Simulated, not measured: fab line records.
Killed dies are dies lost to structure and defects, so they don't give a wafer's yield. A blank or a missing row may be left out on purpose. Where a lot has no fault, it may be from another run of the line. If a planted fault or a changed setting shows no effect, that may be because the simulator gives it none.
Code-filled problem report in 8D (eight disciplines) form ; flow n5-finfet ; the parts of the form that need people (team, actions taken, sign-off) are left out

== 1. THE PROBLEM ==
Mean of raw-defect-count at N5_WELL_APT_INSPECT_27: 249.3 across 6 wafers in 2 lots; on wafers with no fault it is 2.0 (standard deviation 1.6). So: +99 or more standard deviations from the usual mean.
The step: inspects for defects (macro).
First observed at day 3 04:10: wafer L202.1, on defect-inspect-01. The record holds 27 wafers of 9 lots with a number at this step. Rule for "out" (also "out of limits"): further than 4 standard deviations from the usual mean. All remaining wafers that have a number are taken as sound.

== 2. WHAT IT IS AND WHAT IT IS NOT ==
question;is;is not
which readings at this step;raw-defect-count;-
which lots;L202, L209;L198, L200, L211, L212, L213, L216, L218
which wafers of those lots;all that have a number;-
read on which gauges;defect-inspect-01;defect-inspect-02
when;from day 3 04:10;"up to then (6 sound wafers); but 15 sound wafers of L211, L212, L213, L216, L218 came after"

== 3. WHAT RULES OUT EACH SUSPECT ==
Counting: a tool stays on the suspect list if, at a process step up to the reading, it processed all lots that are out and no sound lot following the first of them.
- the gauge at N5_WELL_APT_INSPECT_27: ruled out. All the wafers that are out were read on defect-inspect-01, but those of them that N5_WELL_APT_INSPECT_38 has rows for are out there too, on other tools.
- wet-bench-04 at N5_WELL_APT_STRIP_16 (strips in SPM, time 900 s): ruled out as a lasting fault. Sound lots L218 ran on it after its first lot that is out, L202 (day 3 03:34).
Left after counting: nothing in the record.

== 4. THE CAUSE (what the simulator had put in) ==
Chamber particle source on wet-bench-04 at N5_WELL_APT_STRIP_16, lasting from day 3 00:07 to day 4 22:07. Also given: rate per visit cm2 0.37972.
The count ruled it out by mistake, since the rule takes a fault to strike every lot its tool runs from the start of the fault on, and this one did not do so.

== 5. THE EFFECT CHAIN, in route order ==
Each row: a reading whose mean over the struck wafers that have a number lies more than 3 standard deviations from the usual. Only readings for which the record gives a usual standard deviation are gone through. hours: the time from each lot's start at the first step in this table that gives one to its start at this step, as a median over the lots. sigmas: the change in usual standard deviations.
hours;step;reading;usual;on struck wafers;change;sigmas
0;N5_WELL_APT_INSPECT_27;raw-defect-count;2.0;249.3;+247.3;+99 or more
2;N5_WELL_APT_INSPECT_38;raw-defect-count;14;268;+254;+49
2;N5_PMOS_HMC_CHANNEL_EPI_INSPECT_11;raw-defect-count;2.1;256.2;+254.1;+99 or more
258;N5_PASSIVATION_PROBE_49;defect-limited-yield;91.4 %;85.6;-5.8;-3.6
258;N5_PASSIVATION_PROBE_49;killed-at-front-end;41;119;+78;+6.0
258;N5_PASSIVATION_PROBE_49;killed-dies;101;170;+69;+3.6
258;N5_PASSIVATION_PROBE_49;sort_bin_5_function;5.0 %;9.0;+4.0;+3.7
258;N5_PASSIVATION_PROBE_49;sort-n-pass;1078;1010;-68;-3.4
258;N5_PASSIVATION_PROBE_49;sort-yield-pct;91.3 %;85.6;-5.7;-3.4
It contains these process steps:
- N5_PASSIVATION_PROBE_49
Later steps that measure or inspect, where all struck wafers having a row at the step show a number for every such reading and not one has moved that far: N5_BEOL_M4_RC_MEAS_101.

== 6. HOW IT WOULD HAVE BEEN CAUGHT EARLIER ==
Counted from the fault's start at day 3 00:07, it took 4 hours until the first out-of-limits reading at a measuring or inspecting step in this record, taken at day 3 04:10.
